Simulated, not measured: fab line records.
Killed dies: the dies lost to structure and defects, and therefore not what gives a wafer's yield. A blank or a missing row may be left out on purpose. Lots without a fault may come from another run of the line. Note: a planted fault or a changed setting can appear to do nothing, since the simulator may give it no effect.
Chamber matching    flow n5Finfet    N5_BEOL_M10_ILD_DEP_00 on pecvd-01 has 3 sister chambers
The step deposits SiCOH lowk from DEMS/porogen, target thk 308.51 nm, time 58 s. 6 wafers are shown with their chamber, then 7 later ones without.

WAFERS, EACH WITH ITS CHAMBER
wafer   chamber  throttleValvePct (%)  showerheadPlenumPTorr (Torr)
L082.3  0        14.1                  5.747
L084.1  2        13.5                  5.750
L084.5  2        13.2                  5.733
L084.6  1        12.8                  5.725
L087.1  0        14.3                  5.752
L087.3  1        13.1                  5.714

WAFERS MISSING THEIR CHAMBER
wafer   throttleValvePct (%)  showerheadPlenumPTorr (Torr)
L087.5  13.5                  5.748
L089.1  13.0                  5.707
L089.3  14.4                  5.748
L089.6  13.1                  5.692
L093.1  13.3                  5.738
L093.4  14.4                  5.748
L093.5  12.7                  5.707

WHICH CHAMBER EACH WENT THROUGH
wafer   from the rows above  in truth
L087.5  2                    2
L089.1  1                    1
L089.3  0                    0
L089.6  1                    1
L093.1  2                    2
L093.4  0                    0
L093.5  1                    1
7 of 7 placed correctly. Not placeable from these rows: 0. Placed wrongly: 0.
How it was worked out, from the rows above alone: a wafer's distance from a chamber is the root of the sum, over the readings, of the square of ((its reading less the chamber's mean) divided by the reading's scatter). If the next closest chamber is less than 2 further off than the closest, the wafer can't be placed; otherwise it belongs to the closest. A chamber's mean is the mean of its shown wafers. The scatter: the root of (the sum of the squares of (reading less its chamber's mean) over the shown wafers, divided by (wafers less chambers)).
